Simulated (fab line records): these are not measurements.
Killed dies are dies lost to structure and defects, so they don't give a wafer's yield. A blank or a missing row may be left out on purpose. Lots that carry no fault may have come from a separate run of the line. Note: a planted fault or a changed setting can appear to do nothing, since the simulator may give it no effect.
fab line records + flow n5_finfet
record:
- lots: 10
- wafers: 29
- last_day: 18
route steps=1938 shown BEOL_M3@944 BEOL_M4@1111 PASSIVATION@1936
lots that met no fault: from a run of the same line without faults
start_h: the number of hours between the record's first day and the start of the first shown wafer of the lot + wait_h: hours elapsed since this lot's preceding step + " as in the row above + L1.1+2: several wafers, shown together as one row + - value missing, or start not given + * or withheld: withheld + < > ~ a bound
route shown NAME@n: names a module that has steps shown in the file, with the first one's number in the route + usual: the fault-free wafers' mean and standard deviation + same: alike in all rows + chamber/n: place in a boat + sites: per-site readings + _std_site: how widely they spread, as a standard deviation + _edge_site: the outer-site mean with the inner-site mean subtracted + radius_mm: for every site, how far away it sits from the centre of the wafer + mask NAME#n: copy n + behind: tool/chamber where the wafer was last shaped + hold: reason for holding the lot/hours on hold/outcome of the hold + device: transistor that didn't switch, given as n, p or np + end of line: at the end of the route, the tests of the same wafers + where a step has no rows: the recipe by itself + killed: dies that structure and defects cost at the first sort, which is not the same as the wafer's yield + map: a wafer's dies, x killed, . not, _ none there
set.NAME: the run value of the setting; set.NAME@STEP: its run value at that earlier step + model.NAME: the simulator's own value behind a step, which no gauge read
one table for each step of the route and one row for each wafer, over a sample of lots
services: from which hour (start_h, from the record's first day; less than 0 if before it) a tool's chamber was out of use, for how many hours, and why
== steps ==
step: N5_BEOL_M3_CD_MEAS_11
recipe:
- target_cd_nm: 17.05
- landing_energy_ev: 500
- detector: se_inlens
- polarity: opening
usual:
- cd_nm: 17.01/0.27
| lot.wafer | tool      | chamber | start_h | wait_h | cd_nm |
|-----------|-----------|---------|---------|--------|-------|
| L180.3    | cd_sem-01 | 0       | 144.86  | -      | 17.40 |
| L180.4    | "         | 0       | "       | "      | 16.82 |
| L180.6    | "         | 0       | "       | "      | 17.26 |
| L182.3    | cd_sem-03 | 0       | 157.77  | -      | 17.32 |
| L182.4    | "         | 0       | "       | "      | 17.17 |
| L182.6    | "         | 0       | "       | "      | 17.22 |
| L183.2    | cd_sem-01 | 0       | 172.91  | -      | 17.05 |
| L183.4    | "         | 0       | "       | "      | 17.07 |
| L183.6    | "         | 0       | "       | "      | 16.48 |
| L185.3    | cd_sem-03 | 0       | 223.02  | -      | 16.86 |
| L185.4    | "         | 0       | "       | "      | 16.68 |
| L189.1    | cd_sem-03 | 0       | 227.73  | -      | 17.37 |
| L189.2    | "         | 0       | "       | "      | 17.33 |
| L189.4    | "         | 0       | "       | "      | 17.53 |
| L192.3    | cd_sem-03 | 0       | 231.75  | -      | 16.68 |
| L192.5    | "         | 0       | "       | "      | 16.88 |
| L192.6    | "         | 0       | "       | "      | 16.79 |
| L194.3    | cd_sem-02 | 0       | 234.36  | -      | 16.92 |
| L194.5    | "         | 0       | "       | "      | 17.15 |
| L194.6    | "         | 0       | "       | "      | 16.96 |
| L195.1    | cd_sem-02 | 0       | 235.58  | -      | 16.34 |
| L195.4    | "         | 0       | "       | "      | 16.68 |
| L195.6    | "         | 0       | "       | "      | 16.71 |
| L200.2    | cd_sem-01 | 0       | 279.98  | -      | 17.16 |
| L200.5    | "         | 0       | "       | "      | 16.80 |
| L200.6    | "         | 0       | "       | "      | 16.78 |
| L202.2    | cd_sem-02 | 0       | 300.59  | -      | 16.91 |
| L202.3    | "         | 0       | "       | "      | 17.02 |
| L202.5    | "         | 0       | "       | "      | 17.14 |
step: N5_BEOL_M3_ETCH_63
recipe:
- chemistry: CF4
- target: SiARC
- target_depth_a: 156
- mask_material: CAR-EUV
- time_s: 26
- ion_energy_ev: 80
- pressure_mtorr: 40
- source_w: 545
- bias_w: 36
- Ar_flow_sccm: 100
- cf4_flow_sccm: 100
- ends: cleared
usual:
- bias_w: 36.00/0.11
- drypump_motor_current_A: 5.6/0.44
- etch_rf_on_time_s: 25.7/0.55
- oes_product_au: 0.68/0.083
- rf_fwd_power_W: 531.4/1.4
- rf_vpp_V: 184.5/1.1
- showerhead_plenum_p_Torr: 2.17/0.065
- throttle_valve_pct: 15.64/0.25
| lot.wafer | tool        | chamber | start_h | wait_h | bias_w | drypump_motor_current_A | etch_rf_on_time_s | oes_product_au | rf_fwd_power_W | rf_hours_counter_h | rf_vpp_V | showerhead_plenum_p_Torr | throttle_valve_pct |
|-----------|-------------|---------|---------|--------|--------|-------------------------|-------------------|----------------|----------------|--------------------|----------|--------------------------|--------------------|
| L180.3    | rie_diel-01 | 2       | 145.22  | 0.0    | 35.95  | 5.5                     | 25.3              | 0.64           | 532.8          | 197                | 185.5    | 2.22                     | 15.83              |
| L180.4    | "           | 0       | "       | "      | 35.84  | 5.9                     | 26.2              | 0.60           | 530.4          | 224                | 185.3    | 2.11                     | 15.96              |
| L180.6    | "           | 1       | "       | "      | 36.00  | 5.2                     | 26.5              | 0.59           | 530.5          | -                  | 184.8    | 2.23                     | 15.89              |
| L182.3    | rie_diel-06 | 2       | 157.94  | 0.0    | 35.72  | 6.2                     | 24.7              | 0.61           | 531.8          | 204                | 185.7    | 2.20                     | 15.45              |
| L182.4    | "           | 1       | "       | "      | 35.93  | 5.3                     | 25.2              | 0.73           | 534.4          | -                  | 183.9    | 2.26                     | 15.79              |
| L182.6    | "           | 0       | "       | "      | 35.78  | 5.5                     | 25.5              | 0.81           | 533.3          | -                  | 183.9    | 2.11                     | 15.44              |
| L183.2    | rie_diel-06 | 0       | 173.09  | 0.0    | 36.04  | 5.5                     | 25.7              | 0.80           | 532.2          | 10                 | 183.2    | 2.11                     | 15.44              |
| L183.4    | "           | 2       | "       | "      | 36.18  | 6.2                     | 24.7              | 0.60           | 530.9          | 209                | 184.3    | 2.20                     | 15.47              |
| L183.6    | "           | 2       | "       | "      | 36.09  | 6.2                     | 24.7              | 0.61           | 531.1          | -                  | 184.9    | 2.20                     | 15.46              |
| L185.3    | rie_diel-02 | 3       | 223.19  | 0.0    | 35.96  | 6.3                     | 26.2              | 0.63           | 530.8          | 147                | 182.0    | 1.96                     | 15.64              |
| L185.4    | "           | 1       | "       | "      | 35.97  | 5.8                     | 25.0              | 0.62           | 530.6          | 180                | 185.2    | 2.13                     | 15.62              |
| L189.1    | rie_diel-06 | 3       | 228.05  | 0.0    | 36.05  | 5.1                     | 25.0              | 0.80           | 530.3          | 23                 | 184.4    | 2.11                     | 15.54              |
| L189.2    | "           | 1       | "       | "      | 36.12  | 5.3                     | 26.1              | 0.68           | 531.6          | 85                 | 185.7    | 2.25                     | 15.85              |
| L189.4    | "           | 1       | "       | "      | 36.00  | 5.2                     | 25.9              | 0.68           | 533.5          | -                  | 184.4    | 2.25                     | 15.83              |
| L192.3    | rie_diel-06 | 3       | 232.72  | 0.0    | 35.95  | 5.1                     | 25.0              | 0.80           | 528.9          | 26                 | 184.5    | 2.11                     | 15.53              |
| L192.5    | "           | 2       | "       | "      | 36.07  | 6.2                     | 25.1              | 0.59           | 531.0          | -                  | 184.2    | 2.19                     | 15.50              |
| L192.6    | "           | 3       | "       | "      | 36.04  | 5.1                     | 25.2              | 0.78           | 531.8          | -                  | 183.0    | 2.11                     | 15.53              |
| L194.3    | rie_diel-06 | 1       | 235.64  | 0.0    | 36.02  | 5.3                     | 25.8              | 0.68           | 531.0          | 89                 | 186.4    | 2.25                     | 15.85              |
| L194.5    | "           | 1       | "       | "      | 36.15  | 5.2                     | 25.8              | 0.68           | 530.6          | -                  | 184.7    | 2.25                     | 15.86              |
| L194.6    | "           | 2       | "       | "      | 36.01  | 6.2                     | 25.2              | 0.59           | 531.8          | -                  | 182.9    | 2.19                     | 15.52              |
| L195.1    | rie_diel-06 | 2       | 236.10  | 0.0    | 36.08  | 6.2                     | 25.0              | 0.59           | 531.2          | 232                | 185.1    | 2.19                     | 15.52              |
| L195.4    | "           | 1       | "       | "      | 35.87  | 5.2                     | 25.6              | 0.68           | 529.2          | 90                 | 186.1    | 2.25                     | 15.83              |
| L195.6    | "           | 3       | "       | "      | 35.89  | 5.1                     | 25.2              | 0.79           | 532.8          | -                  | 184.4    | 2.11                     | 15.54              |
| L200.2    | rie_diel-06 | 3       | 280.36  | 0.0    | 36.15  | 5.1                     | 25.3              | 0.76           | 529.9          | 40                 | 183.7    | 2.11                     | 15.56              |
| L200.5    | "           | 1       | "       | "      | 36.10  | 5.2                     | 25.9              | 0.67           | 533.0          | -                  | 185.7    | 2.24                     | 15.86              |
| L200.6    | "           | 2       | "       | "      | 35.95  | 6.2                     | 25.2              | 0.58           | 531.9          | -                  | 184.8    | 2.19                     | 15.54              |
| L202.2    | rie_diel-02 | 3       | 300.79  | 0.0    | 36.01  | 6.3                     | 26.0              | 0.64           | 530.6          | 149                | 183.7    | 1.96                     | 15.65              |
| L202.3    | "           | 0       | "       | "      | 36.19  | 5.7                     | 25.9              | 0.62           | 530.0          | 198                | 185.4    | 2.20                     | 15.95              |
| L202.5    | "           | 0       | "       | "      | 36.13  | 5.7                     | 25.9              | 0.62           | 532.8          | -                  | 185.1    | 2.20                     | 15.95              |
step: N5_BEOL_M3_EXPOSE_25
recipe:
- mask_id: V2
- na: 0.33
- source_shape: quasar
- sigma_inner: 0.2
- sigma_outer: 0.8
- polarization: unpolarized
- defocus_nm: 5
- dose_mj: 63
usual:
- exposure_dose_mJ_cm2: 62.96/0.064
same:
- dipole_opening_deg: 30
| lot.wafer | tool           | chamber | start_h | wait_h | mask | exposure_dose_mJ_cm2 |
|-----------|----------------|---------|---------|--------|------|----------------------|
| L180.3    | euv_scanner-02 | 0       | 145.79  | -      | V2#0 | 63.00                |
| L180.4    | "              | 0       | "       | "      | V2#0 | 63.08                |
| L180.6    | "              | 0       | "       | "      | V2#0 | 62.97                |
| L182.3    | euv_scanner-01 | 0       | 158.81  | -      | V2#0 | 62.93                |
| L182.4    | "              | 0       | "       | "      | V2#0 | 63.05                |
| L182.6    | "              | 0       | "       | "      | V2#0 | 63.02                |
| L183.2    | euv_scanner-02 | 0       | 173.77  | -      | V2#0 | 62.88                |
| L183.4    | "              | 0       | "       | "      | V2#0 | 62.95                |
| L183.6    | "              | 0       | "       | "      | V2#0 | 62.95                |
| L185.3    | euv_scanner-02 | 0       | 223.78  | -      | V2#0 | 62.89                |
| L185.4    | "              | 0       | "       | "      | V2#0 | 62.92                |
| L189.1    | euv_scanner-02 | 0       | 229.00  | -      | V2#0 | 62.83                |
| L189.2    | "              | 0       | "       | "      | V2#0 | 62.92                |
| L189.4    | "              | 0       | "       | "      | V2#0 | 62.88                |
| L192.3    | euv_scanner-02 | 0       | 233.46  | -      | V2#0 | 61.60                |
| L192.5    | "              | 0       | "       | "      | V2#0 | 61.54                |
| L192.6    | "              | 0       | "       | "      | V2#0 | 61.61                |
| L194.3    | euv_scanner-01 | 0       | 236.41  | -      | V2#0 | 62.88                |
| L194.5    | "              | 0       | "       | "      | V2#0 | 62.98                |
| L194.6    | "              | 0       | "       | "      | V2#0 | 62.92                |
| L195.1    | euv_scanner-02 | 0       | 236.77  | -      | V2#0 | 61.83                |
| L195.4    | "              | 0       | "       | "      | V2#0 | 61.85                |
| L195.6    | "              | 0       | "       | "      | V2#0 | 61.90                |
| L200.2    | euv_scanner-01 | 0       | 281.04  | -      | V2#0 | 63.11                |
| L200.5    | "              | 0       | "       | "      | V2#0 | 63.06                |
| L200.6    | "              | 0       | "       | "      | V2#0 | 63.05                |
| L202.2    | euv_scanner-01 | 0       | 301.48  | -      | V2#0 | 62.88                |
| L202.3    | "              | 0       | "       | "      | V2#0 | 62.86                |
| L202.5    | "              | 0       | "       | "      | V2#0 | 62.95                |
step: N5_BEOL_M3_CD_MEAS_28
recipe:
- target_cd_nm: 25.7
- landing_energy_ev: 500
- detector: se_inlens
- target_cd_y_nm: 23.3
- polarity: opening
usual:
- cd_nm: 25.64/0.25
| lot.wafer | tool      | chamber | start_h | wait_h | cd_nm |
|-----------|-----------|---------|---------|--------|-------|
| L180.3    | cd_sem-03 | 0       | 145.92  | -      | 25.70 |
| L180.4    | "         | 0       | "       | "      | 25.43 |
| L180.6    | "         | 0       | "       | "      | 25.57 |
| L182.3    | cd_sem-01 | 0       | 158.94  | -      | 26.02 |
| L182.4    | "         | 0       | "       | "      | 25.97 |
| L182.6    | "         | 0       | "       | "      | 25.82 |
| L183.2    | cd_sem-02 | 0       | 173.91  | -      | 25.32 |
| L183.4    | "         | 0       | "       | "      | 25.50 |
| L183.6    | "         | 0       | "       | "      | 25.82 |
| L185.3    | cd_sem-03 | 0       | 223.91  | -      | 25.36 |
| L185.4    | "         | 0       | "       | "      | 25.51 |
| L189.1    | cd_sem-02 | 0       | 229.14  | -      | 25.19 |
| L189.2    | "         | 0       | "       | "      | 25.48 |
| L189.4    | "         | 0       | "       | "      | 25.55 |
| L192.3    | cd_sem-01 | 0       | 233.59  | -      | 25.03 |
| L192.5    | "         | 0       | "       | "      | 25.31 |
| L192.6    | "         | 0       | "       | "      | 25.05 |
| L194.3    | cd_sem-02 | 0       | 236.54  | -      | 26.21 |
| L194.5    | "         | 0       | "       | "      | 25.78 |
| L194.6    | "         | 0       | "       | "      | 26.10 |
| L195.1    | cd_sem-03 | 0       | 236.92  | -      | 25.38 |
| L195.4    | "         | 0       | "       | "      | 25.06 |
| L195.6    | "         | 0       | "       | "      | 25.20 |
| L200.2    | cd_sem-03 | 0       | 281.18  | -      | 25.70 |
| L200.5    | "         | 0       | "       | "      | 25.64 |
| L200.6    | "         | 0       | "       | "      | 25.91 |
| L202.2    | cd_sem-01 | 0       | 301.62  | -      | 25.25 |
| L202.3    | "         | 0       | "       | "      | 25.39 |
| L202.5    | "         | 0       | "       | "      | 25.63 |
step: N5_BEOL_M4_RC_MEAS_101
usual:
- DIBL_N: 36.2/2.4
- DIBL_P: 36.2/2.6
- IOFF_N: 0.16/0.045
- IOFF_P: 0.21/0.046
- ION_N: 674/17
- ION_P: 463/11
- SS_N: 71.5/0.77
- SS_P: 73.1/0.76
- VT_N: 250/3.9
- VT_P: -250/3.9
| lot.wafer | tool      | chamber | start_h | wait_h | DIBL_N[mV/V] | DIBL_P[mV/V] | IOFF_N[nA/um] | IOFF_P[nA/um] | ION_N[uA/um] | ION_P[uA/um] | SS_N[mV/dec] | SS_P[mV/dec] | VT_N[mV] | VT_P[mV] |
|-----------|-----------|---------|---------|--------|--------------|--------------|---------------|---------------|--------------|--------------|--------------|--------------|----------|----------|
| L180.3    | prober-02 | 0       | 162.94  | 0.3    | 32.4         | 31.4         | 0.10          | 0.13          | 667          | 456          | 69.5         | 71.9         | 254      | -258     |
| L180.4    | "         | 0       | "       | "      | 30.5         | 28.2         | 0.07          | 0.10          | 649          | 448          | 69.5         | 70.9         | 261      | -261     |
| L180.6    | "         | 0       | "       | "      | 37.0         | 37.0         | 0.18          | 0.20          | 678          | 463          | 71.2         | 73.7         | 249      | -252     |
| L182.3    | prober-01 | 0       | 178.94  | 0.3    | 36.5         | 38.4         | 0.18          | 0.25          | 678          | 464          | 71.1         | 73.2         | 247      | -246     |
| L182.4    | "         | 0       | "       | "      | 37.6         | 38.5         | 0.20          | 0.26          | 701          | 476          | 71.8         | 73.6         | 245      | -246     |
| L182.6    | "         | 0       | "       | "      | 35.0         | 35.3         | 0.13          | 0.19          | 649          | 453          | 70.9         | 72.6         | 255      | -250     |
| L183.2    | prober-01 | 0       | 185.97  | 0.2    | 37.8         | 36.7         | 0.15          | 0.17          | 669          | 445          | 72.4         | 73.7         | 253      | -258     |
| L183.4    | "         | 0       | "       | "      | 38.2         | 37.9         | 0.16          | 0.20          | 678          | 464          | 71.1         | 74.5         | 250      | -256     |
| L183.6    | "         | 0       | "       | "      | 36.8         | 35.4         | 0.12          | 0.16          | 644          | 438          | 72.1         | 73.0         | 257      | -257     |
| L185.3    | prober-02 | 0       | 238.88  | 0.3    | 36.6         | 37.4         | 0.16          | 0.21          | 689          | 469          | 71.8         | 73.1         | 249      | -250     |
| L185.4    | "         | 0       | "       | "      | 36.7         | 37.1         | 0.17          | 0.20          | 683          | 461          | 71.7         | 73.0         | 249      | -253     |
| L189.1    | prober-02 | 0       | 245.65  | 0.0    | 34.9         | 35.3         | 0.14          | 0.21          | 678          | 467          | 71.3         | 72.5         | 250      | -248     |
| L189.2    | "         | 0       | "       | "      | 37.4         | 36.0         | 0.19          | 0.22          | 669          | 460          | 72.6         | 73.1         | 248      | -251     |
| L189.4    | "         | 0       | "       | "      | 36.3         | 35.8         | 0.16          | 0.22          | 669          | 461          | 71.0         | 73.3         | 248      | -249     |
| L192.3    | prober-01 | 0       | 251.77  | 0.3    | 36.1         | 35.5         | 0.16          | 0.25          | 674          | 467          | 72.1         | 73.8         | 249      | -247     |
| L192.5    | "         | 0       | "       | "      | 36.9         | 35.6         | 0.19          | 0.24          | 676          | 466          | 72.6         | 73.7         | 245      | -247     |
| L192.6    | "         | 0       | "       | "      | 35.0         | 33.6         | 0.14          | 0.21          | 681          | 476          | 71.0         | 73.0         | 251      | -251     |
| L194.3    | prober-01 | 0       | 257.52  | 0.3    | 35.7         | 38.0         | 0.18          | 0.21          | 688          | 468          | 71.6         | 73.2         | 247      | -251     |
| L194.5    | "         | 0       | "       | "      | 34.6         | 36.0         | 0.16          | 0.18          | 691          | 468          | 71.2         | 72.8         | 248      | -252     |
| L194.6    | "         | 0       | "       | "      | 36.0         | 37.9         | 0.16          | 0.20          | 665          | 458          | 71.8         | 73.8         | 250      | -252     |
| L195.1    | prober-02 | 0       | 259.19  | 0.0    | 34.9         | 33.0         | 0.13          | 0.20          | 682          | 473          | 71.2         | 72.7         | 251      | -248     |
| L195.4    | "         | 0       | "       | "      | 36.6         | 34.1         | 0.14          | 0.20          | 655          | 452          | 71.7         | 73.2         | 251      | -250     |
| L195.6    | "         | 0       | "       | "      | 38.4         | 36.2         | 0.19          | 0.26          | 638          | 453          | 72.1         | 73.6         | 248      | -246     |
| L200.2    | prober-01 | 0       | 300.46  | 0.2    | 34.8         | 33.8         | 0.12          | 0.17          | 681          | 468          | 71.7         | 72.6         | 251      | -254     |
| L200.5    | "         | 0       | "       | "      | 37.0         | 35.0         | 0.15          | 0.19          | 644          | 444          | 71.8         | 72.1         | 253      | -253     |
| L200.6    | "         | 0       | "       | "      | 40.3         | 41.5         | 0.24          | 0.32          | 707          | 482          | 72.2         | 73.8         | 243      | -244     |
| L202.2    | prober-01 | 0       | 319.56  | 0.9    | 33.8         | 34.0         | 0.13          | 0.21          | 661          | 458          | 71.6         | 72.5         | 253      | -248     |
| L202.3    | "         | 0       | "       | "      | 38.3         | 38.9         | 0.21          | 0.28          | 687          | 475          | 71.9         | 73.3         | 247      | -245     |
| L202.5    | "         | 0       | "       | "      | 32.8         | 33.3         | 0.12          | 0.19          | 688          | 477          | 72.0         | 71.6         | 253      | -250     |
step: N5_PASSIVATION_PROBE_49
usual:
- defect_limited_yield: 91.2/1.4
- killed_at_M0_to_M3: 33/9.5
- killed_at_M4_up: 13/4.7
- killed_at_contacts: 11/5.3
- killed_at_front_end: 42/12
- killed_at_other: 5/3.3
- killed_dies: 104/17
- killed_open: 67/12
- killed_short: 33/7.7
- sort_bin_5_function: 5.1/0.94
- sort_bin_6_memory: 3.3/0.67
- sort_bin_8_speed: 0.1/1.3
- sort_n_pass: 1074/24
- sort_yield_pct: 91.1/2
same:
- gross_dies: 1180
- killed_at_back_side: 0
- sort_bin_4_leakage[%]: 0
| lot.wafer | tool      | chamber | start_h | wait_h | defect_limited_yield[%] | killed_at_M0_to_M3 | killed_at_M4_up | killed_at_contacts | killed_at_front_end | killed_at_other | killed_dies | killed_open | killed_short | sort_bin_5_function[%] | sort_bin_6_memory[%] | sort_bin_8_speed[%] | sort_n_pass | sort_yield_pct[%] |
|-----------|-----------|---------|---------|--------|-------------------------|--------------------|-----------------|--------------------|---------------------|-----------------|-------------|-------------|--------------|------------------------|----------------------|---------------------|-------------|-------------------|
| L189.1    | prober-01 | -       | 371.56  | 0.0    | 91.7                    | 25                 | 11              | 10                 | 49                  | 3               | 98          | 61          | 34           | 4.4                    | 3.7                  | 0                   | 1082        | 91.7              |
| L200.2    | prober-01 | -       | 408.00  | 0.1    | 91.4                    | 33                 | 14              | 2                  | 49                  | 3               | 101         | 67          | 32           | 5.4                    | 2.8                  | 0                   | 1079        | 91.4              |
| L200.5    | prober-01 | -       | 408.15  | 0.2    | 91.7                    | 21                 | 16              | 4                  | 56                  | 1               | 98          | 72          | 25           | 4.5                    | 3.7                  | 0.5                 | 1076        | 91.2              |
| L200.6    | prober-01 | -       | 408.20  | 0.3    | 91.6                    | 29                 | 13              | 3                  | 53                  | 1               | 99          | 81          | 18           | 5.3                    | 2.9                  | 0                   | 1081        | 91.6              |
killed by level:class
L189.1 FIN_SAQP:geometric_particle:open=16 FIN_SAQP:geometric_particle:short=10 BEOL_M0_SAQP:geometric_particle:short=9 MOL_CONTACT_COAG:geometric_particle:open=9 DUMMY_GATE:geometric_particle:open=6 BEOL_M3:geometric_particle:open=6 BEOL_M4:geometric_particle:open=4 GATE_CUT:geometric_particle:open=3
L200.2 FIN_SAQP:geometric_particle:open=17 BEOL_M3:geometric_particle:open=14 FIN_SAQP:geometric_particle:short=11 GATE_CUT:geometric_particle:short=4 BEOL_M0_SAQP:geometric_particle:open=4 BEOL_M4:geometric_particle:open=4 BEOL_M4:geometric_particle:short=4 STARTING-WAFER:geometric_particle:open=4
L200.5 FIN_SAQP:geometric_particle:open=29 DUMMY_GATE:geometric_particle:open=10 BEOL_M5:geometric_particle:open=5 FIN_SAQP:geometric_particle:short=4 BEOL_M2:geometric_particle:open=4 BEOL_M3:geometric_particle:open=4 BEOL_M4:geometric_particle:open=4 BEOL_M4:geometric_particle:short=4
L200.6 FIN_SAQP:geometric_particle:open=25 BEOL_M0_SAQP:geometric_particle:open=11 STI_FIN_REVEAL:geometric_particle:open=8 BEOL_M2:geometric_particle:open=7 FIN_SAQP:geometric_particle:short=6 STARTING-WAFER:geometric_particle:open=5 BEOL_M4:geometric_particle:open=4 GATE_CUT:geometric_particle:open=3
== services ==
| tool           | chamber | start_h | hours | kind                          |
|----------------|---------|---------|-------|-------------------------------|
| euv_scanner-01 | -       | 121.63  | 1.0   | pm                            |
| rie_diel-06    | 0       | 123.19  | -     | clean                         |
| rie_diel-06    | 0       | 123.19  | -     | consumable_replace:focus_ring |
| rie_diel-06    | 0       | 123.19  | 19.6  | scheduled_down                |
| rie_diel-06    | 0       | 123.19  | 19.6  | vent_cycle                    |
| euv_scanner-02 | -       | 125.34  | 1.0   | pm                            |
| rie_diel-01    | 3       | 148.32  | 7.9   | repair                        |
| euv_scanner-02 | -       | 157.85  | 5.8   | pm                            |
| euv_scanner-01 | -       | 166.45  | 1.5   | repair                        |
| euv_scanner-01 | -       | 177.78  | 1.0   | pm                            |
| euv_scanner-02 | -       | 181.49  | 1.0   | pm                            |
| euv_scanner-02 | -       | 182.50  | 4.6   | pm                            |
| euv_scanner-01 | -       | 184.40  | 1.2   | repair                        |
| rie_diel-02    | 1       | 196.13  | 24.9  | repair                        |
| euv_scanner-01 | -       | 208.44  | 2.0   | repair                        |
| rie_diel-01    | 2       | 218.89  | 6.3   | repair                        |
| rie_diel-06    | 2       | 227.39  | 4.3   | repair                        |
| euv_scanner-01 | -       | 233.93  | 1.0   | pm                            |
| euv_scanner-02 | -       | 237.64  | 1.0   | pm                            |
| rie_diel-06    | 1       | 244.69  | 4.1   | repair                        |
| euv_scanner-01 | -       | 270.26  | 4.6   | pm                            |
| rie_diel-01    | 3       | 282.73  | 4.1   | repair                        |
| euv_scanner-01 | -       | 290.08  | 1.0   | pm                            |
| euv_scanner-02 | -       | 293.79  | 1.0   | pm                            |
== key ==
first_sign:
- step: N5_BEOL_M3_EXPOSE_25
- reading: exposure_dose_mJ_cm2
- direction: down
- sigmas: 19
- usual: 62.96
- struck: 61.72
effect:
- step: N5_BEOL_M3_CD_MEAS_28
- reading: cd_nm
- direction: down
- sigmas: 1.8
- usual: 25.64
- struck: 25.17
- through: control_loop
met_at N5_BEOL_M3_EXPOSE_25
struck_lots L192,L195
loop_trim:
- step: N5_BEOL_M3_EXPOSE_25
- setting: dose
- lots: L195
not_acting_at N5_BEOL_M3_CD_MEAS_11,N5_BEOL_M3_ETCH_63,N5_BEOL_M3_CD_MEAS_28
onset_between 229.00 233.46
fault:
- kind: process_parameter_drift
- tool: euv_scanner-02
- chamber: -
- onset_h: 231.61
- steps: N5_BEOL_M3_EXPOSE_25
- channel: dose_mj
- offset: -1.363
- shape: step
- acts_in: these_recipes_only
- stated: 63
loop_trim: a control loop set the setting to another value than it would have without faults
